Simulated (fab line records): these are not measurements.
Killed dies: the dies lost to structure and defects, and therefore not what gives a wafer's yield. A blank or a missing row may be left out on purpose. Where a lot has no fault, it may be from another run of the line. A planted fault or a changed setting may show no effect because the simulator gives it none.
Split-lot study :: flow n5 finfet :: 39 wafers read across 7 lots, on a route 1938 steps long

## ABOUT THE SPLIT
At N5_PMOS_HMC_CHANNEL_EPI_HM_DEP_34 (deposits SiO2 from TEOS/O2, target thk 36 nm, time 6.9 s), the setting target thk a was moved away from the recipe's 360 angstrom on 18 of the 39 wafers read, by -55.2% to +47.4%. This setting was run at the recipe's value on the other wafers.

The reading comes from the split's own step.

## THE READING
SiO2_of_PMOS_HMC_CHANNEL_EPI_HM_DEP_34.thk nm (the simulator's own value, which no gauge read), in nm, at N5_PMOS_HMC_CHANNEL_EPI_HM_DEP_34 (deposits SiO2 from TEOS/O2, target thk 36 nm, time 6.9 s). The file does not state a usual value for it. Average 35.83 nm, standard deviation 0.45 nm, over the 21 wafers here run with the recipe.

wafer: L082.1
tool, chamber at the split: pecvd-02, 2
target thk a as run, angstrom: 360
against the recipe: recipe
SiO2_of_PMOS_HMC_CHANNEL_EPI_HM_DEP_34.thk nm, nm: 35.77
against lot-mates on the recipe: -

wafer: L082.2
tool, chamber at the split: pecvd-02, 1
target thk a as run, angstrom: 360
against the recipe: recipe
SiO2_of_PMOS_HMC_CHANNEL_EPI_HM_DEP_34.thk nm, nm: 35.45
against lot-mates on the recipe: -

wafer: L082.3
tool, chamber at the split: pecvd-02, 0
target thk a as run, angstrom: 360
against the recipe: recipe
SiO2_of_PMOS_HMC_CHANNEL_EPI_HM_DEP_34.thk nm, nm: 36.39
against lot-mates on the recipe: -

wafer: L082.4
tool, chamber at the split: pecvd-02, 0
target thk a as run, angstrom: 161.3
against the recipe: -55.2%
SiO2_of_PMOS_HMC_CHANNEL_EPI_HM_DEP_34.thk nm, nm: 16.95
against lot-mates on the recipe: -18.92

wafer: L082.5
tool, chamber at the split: pecvd-02, 2
target thk a as run, angstrom: 161.3
against the recipe: -55.2%
SiO2_of_PMOS_HMC_CHANNEL_EPI_HM_DEP_34.thk nm, nm: 16.26
against lot-mates on the recipe: -19.61

wafer: L082.6
tool, chamber at the split: pecvd-02, 1
target thk a as run, angstrom: 161.3
against the recipe: -55.2%
SiO2_of_PMOS_HMC_CHANNEL_EPI_HM_DEP_34.thk nm, nm: 15.92
against lot-mates on the recipe: -19.95

wafer: L086.1
tool, chamber at the split: pecvd-03, 2
target thk a as run, angstrom: 530.7
against the recipe: +47.4%
SiO2_of_PMOS_HMC_CHANNEL_EPI_HM_DEP_34.thk nm, nm: 52.64
against lot-mates on the recipe: +17.20

wafer: L086.2
tool, chamber at the split: pecvd-03, 0
target thk a as run, angstrom: 360
against the recipe: recipe
SiO2_of_PMOS_HMC_CHANNEL_EPI_HM_DEP_34.thk nm, nm: 35.31
against lot-mates on the recipe: -

wafer: L086.3
tool, chamber at the split: pecvd-03, 1
target thk a as run, angstrom: 360
against the recipe: recipe
SiO2_of_PMOS_HMC_CHANNEL_EPI_HM_DEP_34.thk nm, nm: 35.36
against lot-mates on the recipe: -

wafer: L086.4
tool, chamber at the split: pecvd-03, 2
target thk a as run, angstrom: 530.7
against the recipe: +47.4%
SiO2_of_PMOS_HMC_CHANNEL_EPI_HM_DEP_34.thk nm, nm: 52.96
against lot-mates on the recipe: +17.52

wafer: L086.5
tool, chamber at the split: pecvd-03, 0
target thk a as run, angstrom: 360
against the recipe: recipe
SiO2_of_PMOS_HMC_CHANNEL_EPI_HM_DEP_34.thk nm, nm: 35.66
against lot-mates on the recipe: -

wafer: L086.6
tool, chamber at the split: pecvd-03, 1
target thk a as run, angstrom: 530.7
against the recipe: +47.4%
SiO2_of_PMOS_HMC_CHANNEL_EPI_HM_DEP_34.thk nm, nm: 53.64
against lot-mates on the recipe: +18.20

wafer: L088.1
tool, chamber at the split: pecvd-01, 0
target thk a as run, angstrom: 235.1
against the recipe: -34.7%
SiO2_of_PMOS_HMC_CHANNEL_EPI_HM_DEP_34.thk nm, nm: 22.74
against lot-mates on the recipe: -13.09

wafer: L088.2
tool, chamber at the split: pecvd-01, 2
target thk a as run, angstrom: 360
against the recipe: recipe
SiO2_of_PMOS_HMC_CHANNEL_EPI_HM_DEP_34.thk nm, nm: 35.4
against lot-mates on the recipe: -

wafer: L088.3
tool, chamber at the split: pecvd-01, 1
target thk a as run, angstrom: 360
against the recipe: recipe
SiO2_of_PMOS_HMC_CHANNEL_EPI_HM_DEP_34.thk nm, nm: 35.94
against lot-mates on the recipe: -

wafer: L088.4
tool, chamber at the split: pecvd-01, 1
target thk a as run, angstrom: 360
against the recipe: recipe
SiO2_of_PMOS_HMC_CHANNEL_EPI_HM_DEP_34.thk nm, nm: 36.15
against lot-mates on the recipe: -

wafer: L088.5
tool, chamber at the split: pecvd-01, 0
target thk a as run, angstrom: 235.1
against the recipe: -34.7%
SiO2_of_PMOS_HMC_CHANNEL_EPI_HM_DEP_34.thk nm, nm: 23.49
against lot-mates on the recipe: -12.34

wafer: L088.6
tool, chamber at the split: pecvd-01, 2
target thk a as run, angstrom: 235.1
against the recipe: -34.7%
SiO2_of_PMOS_HMC_CHANNEL_EPI_HM_DEP_34.thk nm, nm: 23.3
against lot-mates on the recipe: -12.53

wafer: L089.1
tool, chamber at the split: pecvd-03, 1
target thk a as run, angstrom: 360
against the recipe: recipe
SiO2_of_PMOS_HMC_CHANNEL_EPI_HM_DEP_34.thk nm, nm: 35.13
against lot-mates on the recipe: -

wafer: L089.2
tool, chamber at the split: pecvd-03, 2
target thk a as run, angstrom: 271
against the recipe: -24.7%
SiO2_of_PMOS_HMC_CHANNEL_EPI_HM_DEP_34.thk nm, nm: 26.06
against lot-mates on the recipe: -9.39

wafer: L089.3
tool, chamber at the split: pecvd-03, 0
target thk a as run, angstrom: 271
against the recipe: -24.7%
SiO2_of_PMOS_HMC_CHANNEL_EPI_HM_DEP_34.thk nm, nm: 25.67
against lot-mates on the recipe: -9.78

wafer: L089.4
tool, chamber at the split: pecvd-03, 2
target thk a as run, angstrom: 360
against the recipe: recipe
SiO2_of_PMOS_HMC_CHANNEL_EPI_HM_DEP_34.thk nm, nm: 36.01
against lot-mates on the recipe: -

wafer: L089.5
tool, chamber at the split: pecvd-03, 1
target thk a as run, angstrom: 271
against the recipe: -24.7%
SiO2_of_PMOS_HMC_CHANNEL_EPI_HM_DEP_34.thk nm, nm: 26.98
against lot-mates on the recipe: -8.47

wafer: L089.6
tool, chamber at the split: pecvd-03, 0
target thk a as run, angstrom: 360
against the recipe: recipe
SiO2_of_PMOS_HMC_CHANNEL_EPI_HM_DEP_34.thk nm, nm: 35.2
against lot-mates on the recipe: -

wafer: L092.1
tool, chamber at the split: pecvd-02, 1
target thk a as run, angstrom: 244.2
against the recipe: -32.2%
SiO2_of_PMOS_HMC_CHANNEL_EPI_HM_DEP_34.thk nm, nm: 24.32
against lot-mates on the recipe: -11.84

wafer: L092.2
tool, chamber at the split: pecvd-02, 2
target thk a as run, angstrom: 244.2
against the recipe: -32.2%
SiO2_of_PMOS_HMC_CHANNEL_EPI_HM_DEP_34.thk nm, nm: 23.83
against lot-mates on the recipe: -12.33

wafer: L092.3
tool, chamber at the split: pecvd-02, 0
target thk a as run, angstrom: 360
against the recipe: recipe
SiO2_of_PMOS_HMC_CHANNEL_EPI_HM_DEP_34.thk nm, nm: 35.71
against lot-mates on the recipe: -

wafer: L092.4
tool, chamber at the split: pecvd-02, 0
target thk a as run, angstrom: 360
against the recipe: recipe
SiO2_of_PMOS_HMC_CHANNEL_EPI_HM_DEP_34.thk nm, nm: 36.59
against lot-mates on the recipe: -

wafer: L092.5
tool, chamber at the split: pecvd-02, 1
target thk a as run, angstrom: 360
against the recipe: recipe
SiO2_of_PMOS_HMC_CHANNEL_EPI_HM_DEP_34.thk nm, nm: 36.19
against lot-mates on the recipe: -

wafer: L092.6
tool, chamber at the split: pecvd-02, 2
target thk a as run, angstrom: 244.2
against the recipe: -32.2%
SiO2_of_PMOS_HMC_CHANNEL_EPI_HM_DEP_34.thk nm, nm: 23.95
against lot-mates on the recipe: -12.21

wafer: L093.2
tool, chamber at the split: pecvd-01, 0
target thk a as run, angstrom: 360
against the recipe: recipe
SiO2_of_PMOS_HMC_CHANNEL_EPI_HM_DEP_34.thk nm, nm: 35.55
against lot-mates on the recipe: -

wafer: L093.3
tool, chamber at the split: pecvd-01, 1
target thk a as run, angstrom: 360
against the recipe: recipe
SiO2_of_PMOS_HMC_CHANNEL_EPI_HM_DEP_34.thk nm, nm: 35.45
against lot-mates on the recipe: -

wafer: L093.5
tool, chamber at the split: pecvd-01, 0
target thk a as run, angstrom: 360
against the recipe: recipe
SiO2_of_PMOS_HMC_CHANNEL_EPI_HM_DEP_34.thk nm, nm: 36.23
against lot-mates on the recipe: -

wafer: L097.1
tool, chamber at the split: pecvd-03, 2
target thk a as run, angstrom: 502
against the recipe: +39.4%
SiO2_of_PMOS_HMC_CHANNEL_EPI_HM_DEP_34.thk nm, nm: 49.74
against lot-mates on the recipe: +13.42

wafer: L097.2
tool, chamber at the split: pecvd-03, 1
target thk a as run, angstrom: 502
against the recipe: +39.4%
SiO2_of_PMOS_HMC_CHANNEL_EPI_HM_DEP_34.thk nm, nm: 49.6
against lot-mates on the recipe: +13.28

wafer: L097.3
tool, chamber at the split: pecvd-03, 2
target thk a as run, angstrom: 360
against the recipe: recipe
SiO2_of_PMOS_HMC_CHANNEL_EPI_HM_DEP_34.thk nm, nm: 36.36
against lot-mates on the recipe: -

wafer: L097.4
tool, chamber at the split: pecvd-03, 1
target thk a as run, angstrom: 360
against the recipe: recipe
SiO2_of_PMOS_HMC_CHANNEL_EPI_HM_DEP_34.thk nm, nm: 35.93
against lot-mates on the recipe: -

wafer: L097.5
tool, chamber at the split: pecvd-03, 2
target thk a as run, angstrom: 360
against the recipe: recipe
SiO2_of_PMOS_HMC_CHANNEL_EPI_HM_DEP_34.thk nm, nm: 36.66
against lot-mates on the recipe: -

wafer: L097.6
tool, chamber at the split: pecvd-03, 1
target thk a as run, angstrom: 502
against the recipe: +39.4%
SiO2_of_PMOS_HMC_CHANNEL_EPI_HM_DEP_34.thk nm, nm: 50.27
against lot-mates on the recipe: +13.95

THE FIT
A straight line over all 39 wafers: SiO2_of_PMOS_HMC_CHANNEL_EPI_HM_DEP_34.thk nm changes by +0.361 nm for each +1% of target thk a; r = +1.00; the points scatter about the line by 0.5 nm.
The same after taking each lot's own level away (the mean of its wafers on the recipe; 39 wafers): +0.361 nm for each +1%; r = +1.00; scatter 0.49 nm.
On that fit, the largest move of target thk a shifts the reading by 20 nm.
The span of the lots' own levels, 35.443 to 36.317 nm, comes to 1.9 times the standard deviation stated above.
Consequently the slope shifts little with the lot-to-lot level, the two slopes agreeing.
Check: for one of the wafers moved furthest among these (-55.2%), held out of the fit, the line's prediction against its lot-mates is -20.1 nm. Against them it came out at -18.9 nm.

## FILE'S OWN FIT
SiO2_of_PMOS_HMC_CHANNEL_EPI_HM_DEP_34.thk nm changes by +0.361 nm for each +1% of target thk a, r = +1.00.
